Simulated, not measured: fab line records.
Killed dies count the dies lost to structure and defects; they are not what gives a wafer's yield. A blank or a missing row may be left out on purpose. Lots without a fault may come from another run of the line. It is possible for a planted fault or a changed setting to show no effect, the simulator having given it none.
Matching of chambers / flow n5Finfet / rieDiel-01 running N5_BEOL_M10_STRIP_19: 4 sister chambers
The step strips in O2. 14 wafers are shown with their chamber, then 7 later ones without.

WAFERS PAIRED WITH THEIR CHAMBERS
wafer=L075.2; chamber=1; showerheadPlenumPTorr (Torr)=2.14; drypumpMotorCurrentA (A)=5.8; throttleValvePct (%)=16.55
wafer=L075.3; chamber=2; showerheadPlenumPTorr (Torr)=2.13; drypumpMotorCurrentA (A)=6.4; throttleValvePct (%)=16.30
wafer=L075.6; chamber=0; showerheadPlenumPTorr (Torr)=2.00; drypumpMotorCurrentA (A)=5.9; throttleValvePct (%)=17.16
wafer=L078.2; chamber=2; showerheadPlenumPTorr (Torr)=2.13; drypumpMotorCurrentA (A)=6.4; throttleValvePct (%)=16.31
wafer=L078.4; chamber=0; showerheadPlenumPTorr (Torr)=2.00; drypumpMotorCurrentA (A)=5.9; throttleValvePct (%)=17.18
wafer=L078.6; chamber=2; showerheadPlenumPTorr (Torr)=2.13; drypumpMotorCurrentA (A)=6.5; throttleValvePct (%)=16.34
wafer=L079.1; chamber=1; showerheadPlenumPTorr (Torr)=2.14; drypumpMotorCurrentA (A)=5.8; throttleValvePct (%)=16.56
wafer=L079.2; chamber=3; showerheadPlenumPTorr (Torr)=2.11; drypumpMotorCurrentA (A)=5.6; throttleValvePct (%)=17.08
wafer=L079.4; chamber=2; showerheadPlenumPTorr (Torr)=2.13; drypumpMotorCurrentA (A)=6.5; throttleValvePct (%)=16.32
wafer=L084.1; chamber=2; showerheadPlenumPTorr (Torr)=2.12; drypumpMotorCurrentA (A)=6.5; throttleValvePct (%)=16.35
wafer=L084.2; chamber=1; showerheadPlenumPTorr (Torr)=2.14; drypumpMotorCurrentA (A)=5.8; throttleValvePct (%)=16.59
wafer=L084.4; chamber=0; showerheadPlenumPTorr (Torr)=2.00; drypumpMotorCurrentA (A)=5.9; throttleValvePct (%)=17.21
wafer=L085.1; chamber=3; showerheadPlenumPTorr (Torr)=2.11; drypumpMotorCurrentA (A)=5.6; throttleValvePct (%)=17.10
wafer=L085.4; chamber=2; showerheadPlenumPTorr (Torr)=2.12; drypumpMotorCurrentA (A)=6.4; throttleValvePct (%)=16.36

SIGNATURES (means of the wafers above)
reading=showerheadPlenumPTorr; chamber 0=2.0000; chamber 1=2.1400; chamber 2=2.1267; chamber 3=2.1100; scatter within a chamber=0.00365
reading=drypumpMotorCurrentA; chamber 0=5.900; chamber 1=5.800; chamber 2=6.450; chamber 3=5.600; scatter within a chamber=0.0387
reading=throttleValvePct; chamber 0=17.1833; chamber 1=16.5667; chamber 2=16.3300; chamber 3=17.0900; scatter within a chamber=0.0227
Rule: distance of a wafer from a chamber = root of the sum over the readings of ((wafer's reading minus chamber's mean) / reading's scatter) squared. If the next closest chamber is less than 2 further off than the closest, the wafer can't be placed; otherwise it belongs to the closest. The scatter is the square root of a quotient: the sum, over the shown wafers, of each reading's squared deviation from its chamber's mean, divided by wafers minus chambers.

WAFERS MISSING THEIR CHAMBER
wafer=L085.5; showerheadPlenumPTorr (Torr)=2.13; drypumpMotorCurrentA (A)=5.8; throttleValvePct (%)=16.59
wafer=L087.4; showerheadPlenumPTorr (Torr)=2.12; drypumpMotorCurrentA (A)=6.4; throttleValvePct (%)=16.36
wafer=L087.5; showerheadPlenumPTorr (Torr)=2.11; drypumpMotorCurrentA (A)=5.6; throttleValvePct (%)=17.11
wafer=L087.6; showerheadPlenumPTorr (Torr)=2.13; drypumpMotorCurrentA (A)=5.8; throttleValvePct (%)=16.60
wafer=L088.2; showerheadPlenumPTorr (Torr)=2.12; drypumpMotorCurrentA (A)=6.5; throttleValvePct (%)=16.36
wafer=L088.4; showerheadPlenumPTorr (Torr)=2.13; drypumpMotorCurrentA (A)=5.8; throttleValvePct (%)=16.61
wafer=L088.6; showerheadPlenumPTorr (Torr)=2.11; drypumpMotorCurrentA (A)=5.6; throttleValvePct (%)=17.11

WHICH CHAMBER EACH ONE RAN IN
wafer=L085.5; from the rows above=1; in truth=1
wafer=L087.4; from the rows above=2; in truth=2
wafer=L087.5; from the rows above=3; in truth=3
wafer=L087.6; from the rows above=1; in truth=1
wafer=L088.2; from the rows above=2; in truth=2
wafer=L088.4; from the rows above=1; in truth=1
wafer=L088.6; from the rows above=3; in truth=3
7 of 7 placed correctly. Left unplaced by these rows: 0. 0 placed wrongly.
